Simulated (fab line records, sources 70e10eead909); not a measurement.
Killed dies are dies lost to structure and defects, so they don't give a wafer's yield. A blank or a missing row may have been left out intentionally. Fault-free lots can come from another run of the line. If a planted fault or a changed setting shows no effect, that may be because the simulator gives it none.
Chamber matching + flow nandHarc + NHARC_A_STAIRCASE_CMP_152 on cmp-02: 4 sister chambers
The step polishes. 4 wafers are shown with their chamber, then 8 later ones without.

## WAFERS, EACH WITH ITS CHAMBER
| wafer  | chamber | motorCurrentA (A) |
|--------|---------|-------------------|
| L088.1 | 3       | 10.5              |
| L088.3 | 2       | 11.2              |
| L088.4 | 1       | 13.6              |
| L090.1 | 0       | 10.0              |

## WAFERS WITHOUT THEIR CHAMBER
| wafer  | motorCurrentA (A) |
|--------|-------------------|
| L090.3 | 13.5              |
| L090.4 | 12.0              |
| L089.1 | 13.5              |
| L089.2 | 12.0              |
| L089.3 | 9.9               |
| L097.1 | 9.5               |
| L097.5 | 10.6              |
| L097.6 | 12.0              |

## WHICH CHAMBER EACH ONE RAN IN
| wafer  | from the rows above          | in truth |
|--------|------------------------------|----------|
| L090.3 | 1                            | 1        |
| L090.4 | can't be placed: 2 or 3 or 1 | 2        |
| L089.1 | 1                            | 1        |
| L089.2 | can't be placed: 2 or 3 or 1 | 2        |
| L089.3 | can't be placed: 0 or 3      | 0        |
| L097.1 | can't be placed: 0 or 3      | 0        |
| L097.5 | can't be placed: 3 or 0 or 2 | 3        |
| L097.6 | can't be placed: 2 or 3 or 1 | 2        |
Correct placement for 2 of the 8. Can't be placed from these rows: 6 (the true chamber is among the candidates in 6). Placed wrongly: 0.
How it was worked out, from the rows above alone: a wafer's distance from a chamber is the root of the sum, over the readings, of the square of ((its reading less the chamber's mean) divided by the reading's scatter). If the next closest chamber is less than 2 further off than the closest, the wafer can't be placed; otherwise it belongs to the closest. Each chamber's mean is taken over the wafers shown for it. The scatter: root of mean squared gap, hidden wafer to nearest shown wafer, with one shown wafer a chamber.
